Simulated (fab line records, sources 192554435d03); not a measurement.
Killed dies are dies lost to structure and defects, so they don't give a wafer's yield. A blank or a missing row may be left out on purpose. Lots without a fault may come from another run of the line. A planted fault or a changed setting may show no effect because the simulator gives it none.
fab line records | flow n5_finfet
record lots=10 wafers=30 last_day=17
route steps=1938 shown BEOL_M9@1440
lots that met no fault: from a run of the same line without faults
start_h: hours from the record's first day to the start of the lot's first wafer shown | wait_h: hours since the lot's step before | " the same as in the row above | L1.1+2: a row that stands for several wafers | - no value, or no start given | * or withheld: withheld | < > ~ a bound
route shown NAME@n: a module of which the file shows steps, and the number in the route of the first | usual: mean/standard deviation of fault-free wafers | same: alike in all rows | chamber/n: place in a boat | sites: the reading at each site | _std_site: their standard deviation | _edge_site: outer sites' mean less inner sites' | radius_mm: how far each site lies from the wafer's centre | mask NAME#n: copy n | behind: the tool/chamber that last shaped the wafer | hold: why the lot was held/for how many hours/how that ended | device: the transistor (n, p or np) that didn't switch | end of line: the same wafers' tests at the end of the route | a step without rows: its recipe alone | killed: dies lost to structure and defects at the first sort, not the wafer's yield | map: a wafer's dies, x killed, . not, _ none there
set.NAME: the setting as run; set.NAME@STEP: as run at that earlier step | model.NAME: the simulator's own value behind a step, which no gauge read
steps of the route over a sample of lots; a table a step, a row a wafer
services: from which hour (start_h, from the record's first day; less than 0 if before it) a tool's chamber was out of use, for how many hours, and why
## steps
# step N5_BEOL_M9_ETCH_66
# recipe chemistry=N2/H2 target=SOC target_depth_a=800 overetch_a=160 mask_material=SiARC temp_c=40 time_s=120 ion_energy_ev=200 pressure_mtorr=30 source_w=840 bias_w=150 n2_flow_sccm=200 h2_flow_sccm=200
# usual bias_w=149.9/0.42 drypump_motor_current_A=5.5/0.48 h2_flow_sccm=200.0/0.65 oes_product_au=0.60/0.066 rf_fwd_power_W=835.3/2.8 rf_vpp_V=524.1/2.2 showerhead_plenum_p_Torr=2.54/0.074 throttle_valve_pct=17.79/0.19
# columns lot.wafer tool chamber start_h wait_h bias_w drypump_motor_current_A h2_flow_sccm oes_product_au rf_fwd_power_W rf_hours_counter_h rf_vpp_V showerhead_plenum_p_Torr throttle_valve_pct
L263.1 rie_diel-03 3 221.90 0.0 149.8 5.4 200.9 0.54 836.6 207 521.9 2.51 17.80
L263.2 " 2 " " 150.6 4.9 199.6 0.70 833.7 18 525.7 2.60 17.67
L263.4 " 0 " " 149.9 5.5 199.0 0.61 835.0 108 523.1 2.56 17.76
L264.1 rie_diel-05 1 225.12 0.0 149.8 5.0 199.5 0.54 835.1 221 525.7 2.62 17.78
L264.5 " 2 " " 150.4 6.3 200.3 0.53 829.7 - 520.6 2.41 18.16
L264.6 " 1 " " 149.6 5.0 199.0 0.54 840.7 - 525.9 2.62 17.78
L265.1 rie_diel-03 0 231.70 0.0 149.8 5.5 199.3 0.61 837.5 111 524.0 2.56 17.77
L265.2 " 3 " " 150.2 5.4 200.4 0.53 838.2 210 522.9 2.51 17.81
L265.3 " 1 " " 150.4 5.4 200.7 0.60 832.0 120 524.4 2.55 17.58
L266.1 rie_diel-05 0 232.03 0.0 149.8 6.5 199.4 0.52 834.8 247 524.1 2.50 18.19
L266.2 " 3 " " 150.0 5.5 199.9 0.56 837.8 179 521.6 2.43 17.97
L266.3 " 1 " " 150.2 5.0 199.0 0.54 835.4 223 525.2 2.62 17.77
L267.2 rie_diel-05 1 252.13 0.0 150.0 5.0 199.4 0.54 837.3 232 526.3 2.61 17.79
L267.5 " 1 " " 150.2 5.0 198.5 0.54 836.9 - 527.0 2.61 17.80
L267.6 " 2 " " 150.3 6.4 200.5 0.52 832.6 - 520.3 2.40 18.17
L270.1 rie_diel-05 1 269.86 0.0 150.4 5.0 199.5 0.54 835.2 240 527.0 2.61 17.80
L270.3 " 0 " " 149.4 6.5 199.5 0.74 836.1 5 522.0 2.50 17.78
L270.5 " 3 " " 150.3 5.5 200.0 0.55 834.8 - 519.3 2.43 18.01
L272.3 rie_diel-03 3 279.12 0.0 150.0 5.4 200.3 0.52 842.3 230 523.9 2.50 17.86
L272.4 " 0 " " 149.1 5.6 199.4 0.59 839.0 131 524.1 2.55 17.83
L272.5 " 0 " " 149.1 5.5 199.4 0.59 837.6 - 524.6 2.55 17.82
L281.2 rie_diel-02 1 326.56 0.0 149.8 5.4 201.6 0.62 838.3 68 524.9 2.57 17.62
L281.4 " 2 " " 149.6 5.2 198.3 0.56 842.2 200 525.0 2.52 18.06
L281.6 " 3 " " 149.6 5.8 200.2 0.55 834.1 - 525.4 2.62 17.74
L283.2 rie_diel-05 3 340.70 0.0 150.0 5.5 199.9 0.54 841.7 224 520.4 2.41 18.04
L283.4 " 2 " " 150.0 6.4 199.8 0.70 831.7 14 529.9 2.71 17.76
L283.6 " 3 " " 150.7 5.5 200.2 0.54 835.8 - 521.0 2.41 18.05
L282.1 rie_diel-03 2 352.31 0.0 150.0 4.8 199.2 0.65 835.2 60 524.2 2.58 17.75
L282.4 " 0 " " 148.9 5.5 199.6 0.58 830.9 - 523.5 2.55 17.84
L282.6 " 2 " " 150.0 4.9 200.3 0.65 829.4 - 525.5 2.58 17.73
# step N5_BEOL_M9_TRENCH_ETCH_37
# recipe chemistry=C4F6/O2 target_depth_a=1514.3 target=SiCOH_lowk time_s=49 ion_energy_ev=250 pressure_mtorr=30 source_w=345 bias_w=185 Ar_flow_sccm=300 C4F6_flow_sccm=10 O2_flow_sccm=10
# usual bias_w=185.0/0.53 drypump_motor_current_A=5.5/0.48 mfc_ar_sccm=300.0/0.93 oes_product_au=0.78/0.092 rf_fwd_power_W=341.2/1.6 rf_vpp_V=661/9.7 showerhead_plenum_p_Torr=2.85/0.079 throttle_valve_pct=20.92/0.17
# columns lot.wafer tool chamber start_h wait_h bias_w drypump_motor_current_A mfc_ar_sccm oes_product_au rf_fwd_power_W rf_hours_counter_h rf_vpp_V showerhead_plenum_p_Torr throttle_valve_pct
L263.1 rie_diel-03 3 222.10 - 185.2 5.3 298.6 0.69 342.9 207 661 2.83 20.99
L263.2 " 2 " " 184.8 4.8 300.0 0.94 339.4 18 655 2.91 20.86
L263.4 " 0 " " 185.0 5.5 300.0 0.79 342.5 108 654 2.85 20.76
L264.1 rie_diel-05 1 225.32 - 184.7 5.0 298.8 0.70 342.4 221 658 2.92 20.82
L264.5 " 2 " " 185.2 6.4 298.3 0.68 340.1 - 676 2.69 21.20
L264.6 " 1 " " 184.3 5.0 299.1 0.70 343.5 - 659 2.92 20.80
L265.1 rie_diel-03 0 231.90 - 185.1 5.5 300.6 0.80 343.8 111 654 2.85 20.74
L265.2 " 3 " " 185.4 5.4 299.3 0.70 344.9 210 663 2.83 21.00
L265.3 " 1 " " 184.9 5.5 300.8 0.79 337.8 121 662 2.87 20.85
L266.1 rie_diel-05 0 232.23 - 184.6 6.5 298.9 0.67 339.8 247 667 2.81 21.33
L266.2 " 3 " " 184.9 5.5 300.2 0.74 342.3 179 649 2.73 21.12
L266.3 " 1 " " 184.3 5.0 299.0 0.69 340.7 223 658 2.92 20.81
L267.2 rie_diel-05 1 252.33 - 203.3 5.1 299.4 0.70 341.6 232 710 2.92 20.83
L267.5 " 1 " " 203.7 5.0 300.0 0.71 340.1 - 710 2.92 20.84
L267.6 " 2 " " 204.0 6.4 299.5 0.68 339.7 - 729 2.69 21.24
L270.1 rie_diel-05 1 270.07 - 204.0 5.0 300.4 0.69 343.0 240 710 2.91 20.86
L270.3 " 0 " " 203.4 6.5 300.4 1.01 338.3 5 718 2.80 21.00
L270.5 " 3 " " 203.2 5.5 302.1 0.74 342.4 - 701 2.72 21.14
L272.3 rie_diel-03 3 279.32 - 185.1 5.3 299.5 0.68 342.0 230 662 2.82 21.01
L272.4 " 0 " " 184.5 5.6 297.5 0.77 341.8 132 654 2.84 20.78
L272.5 " 0 " " 185.2 5.6 300.1 0.77 341.4 - 655 2.84 20.80
L281.2 rie_diel-02 1 326.77 - 185.7 5.4 299.4 0.84 339.9 68 674 2.87 20.67
L281.4 " 2 " " 185.7 5.2 300.5 0.74 343.1 200 647 2.81 21.04
L281.6 " 3 " " 185.1 5.8 301.0 0.72 341.7 - 678 2.94 20.99
L283.2 rie_diel-05 3 340.90 - 185.1 5.5 300.4 0.70 340.9 224 649 2.71 21.18
L283.4 " 2 " " 184.4 6.4 301.4 0.92 341.6 15 687 3.02 20.86
L283.6 " 3 " " 184.5 5.5 299.5 0.70 341.0 - 649 2.71 21.18
L282.1 rie_diel-03 2 352.51 - 185.0 4.8 299.0 0.85 338.8 60 655 2.90 20.92
L282.4 " 0 " " 185.2 5.6 298.9 0.75 344.3 - 654 2.83 20.80
L282.6 " 2 " " 185.0 4.8 299.0 0.85 340.5 - 655 2.90 20.91
# step N5_BEOL_M9_CD_MEAS_35
# recipe target_cd_nm=70 target_cd_y_nm=40 polarity=opening
# usual cd_nm=70.1/0.55
# columns lot.wafer tool chamber start_h wait_h cd_nm
L263.1 cd_sem-02 - 222.42 0.0 70.5
L263.2 " - " " 70.1
L263.4 " - " " 71.0
L264.1 cd_sem-02 - 225.74 0.0 70.8
L264.5 " - " " 70.2
L264.6 " - " " 70.3
L265.1 cd_sem-02 - 232.23 0.0 70.2
L265.2 " - " " 70.6
L265.3 " - " " 69.6
L266.1 cd_sem-02 - 232.56 0.0 70.2
L266.2 " - " " 70.1
L266.3 " - " " 70.6
L267.2 cd_sem-02 - 252.66 0.0 70.6
L267.5 " - " " 69.9
L267.6 " - " " 69.9
L270.1 cd_sem-02 - 270.39 0.0 70.4
L270.3 " - " " 70.3
L270.5 " - " " 70.4
L272.3 cd_sem-01 - 279.65 0.0 70.7
L272.4 " - " " 70.2
L272.5 " - " " 70.3
L281.2 cd_sem-02 - 327.09 0.0 69.7
L281.4 " - " " 69.6
L281.6 " - " " 69.4
L283.2 cd_sem-03 - 341.24 0.0 70.0
L283.4 " - " " 69.9
L283.6 " - " " 69.3
L282.1 cd_sem-03 - 352.84 0.0 70.0
L282.4 " - " " 70.1
L282.6 " - " " 70.7
# step N5_BEOL_M9_CURE_72
# recipe temp_c=370 time_s=120 ambient=DMADMS/He material=SiCOH_lowk
# usual lamp_power_pct=52.32/0.053 wafer_temp_C_max=372.0/0.6
# columns lot.wafer tool chamber start_h wait_h lamp_power_pct wafer_temp_C_max
L263.1 uv_cure-01 1 222.47 0.0 52.36 371.4
L263.2 " 1 " " 52.36 372.1
L263.4 " 1 " " 52.27 372.3
L264.1 uv_cure-02 2 225.78 0.0 52.25 373.7
L264.5 " 2 " " 52.36 371.9
L264.6 " 2 " " 52.34 372.3
L265.1 uv_cure-01 1 232.27 0.0 52.35 372.1
L265.2 " 1 " " 52.24 371.8
L265.3 " 1 " " 52.25 371.5
L266.1 uv_cure-02 1 232.76 0.2 52.29 372.4
L266.2 " 1 " " 52.35 373.1
L266.3 " 1 " " 52.35 372.7
L267.2 uv_cure-03 1 252.75 0.1 52.37 371.2
L267.5 " 1 " " 52.31 371.7
L267.6 " 1 " " 52.35 371.8
L270.1 uv_cure-02 1 270.43 0.0 52.26 372.1
L270.3 " 1 " " 52.31 372.7
L270.5 " 1 " " 52.36 371.9
L272.3 uv_cure-01 0 279.79 0.1 52.29 371.4
L272.4 " 0 " " 52.37 371.0
L272.5 " 0 " " 52.27 370.9
L281.2 uv_cure-01 0 327.19 0.1 52.24 372.4
L281.4 " 0 " " 52.34 371.1
L281.6 " 0 " " 52.32 371.7
L283.2 uv_cure-03 0 341.33 0.1 52.29 371.8
L283.4 " 0 " " 52.34 373.2
L283.6 " 0 " " 52.29 371.7
L282.1 uv_cure-03 0 352.88 0.0 52.33 372.4
L282.4 " 0 " " 52.32 371.7
L282.6 " 0 " " 52.20 372.2
## services
# columns tool chamber start_h hours kind
uv_cure-02 - 203.98 4.5 repair
rie_diel-05 0 215.24 3.8 repair
rie_diel-05 0 241.21 - clean
rie_diel-05 0 241.21 - consumable_replace:focus_ring
rie_diel-05 0 241.21 16.2 scheduled_down
rie_diel-05 0 241.21 16.2 vent_cycle
uv_cure-03 - 241.21 7.5 pm
rie_diel-02 - 243.38 28.1 pm
rie_diel-05 - 253.86 0.2 repair
rie_diel-05 2 270.57 - clean
rie_diel-05 2 270.57 - consumable_replace:focus_ring
rie_diel-05 2 270.57 - consumable_replace:showerhead
rie_diel-05 2 270.57 31.4 scheduled_down
rie_diel-05 2 270.57 31.4 vent_cycle
uv_cure-01 - 271.31 6.6 repair
uv_cure-01 - 287.85 6.0 pm
rie_diel-02 3 290.29 7.6 repair
rie_diel-02 1 297.44 11.5 repair
uv_cure-02 - 301.07 24.9 pm
rie_diel-03 0 312.23 12.7 repair
rie_diel-05 1 313.46 - clean
rie_diel-05 1 313.46 - consumable_replace:focus_ring
rie_diel-05 1 313.46 15.3 scheduled_down
uv_cure-02 - 342.38 0.3 repair
## key
first_sign step=N5_BEOL_M9_TRENCH_ETCH_37 reading=bias_w direction=up sigmas=35 usual=* struck=*
effect step=N5_BEOL_M9_TRENCH_ETCH_37 reading=rf_vpp_V direction=up sigmas=5.3 usual=661 struck=713
met_at N5_BEOL_M9_TRENCH_ETCH_37
struck_lots L267,L270
not_acting_at N5_BEOL_M9_ETCH_66,N5_BEOL_M9_CD_MEAS_35,N5_BEOL_M9_CURE_72
onset_between 232.23 252.33
fault kind=process_parameter_drift tool=rie_diel-05 chamber=- onset_h=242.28 steps=N5_BEOL_M9_TRENCH_ETCH_37 channel=bias_w offset=* shape=step end_h=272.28 acts_in=* stated=*
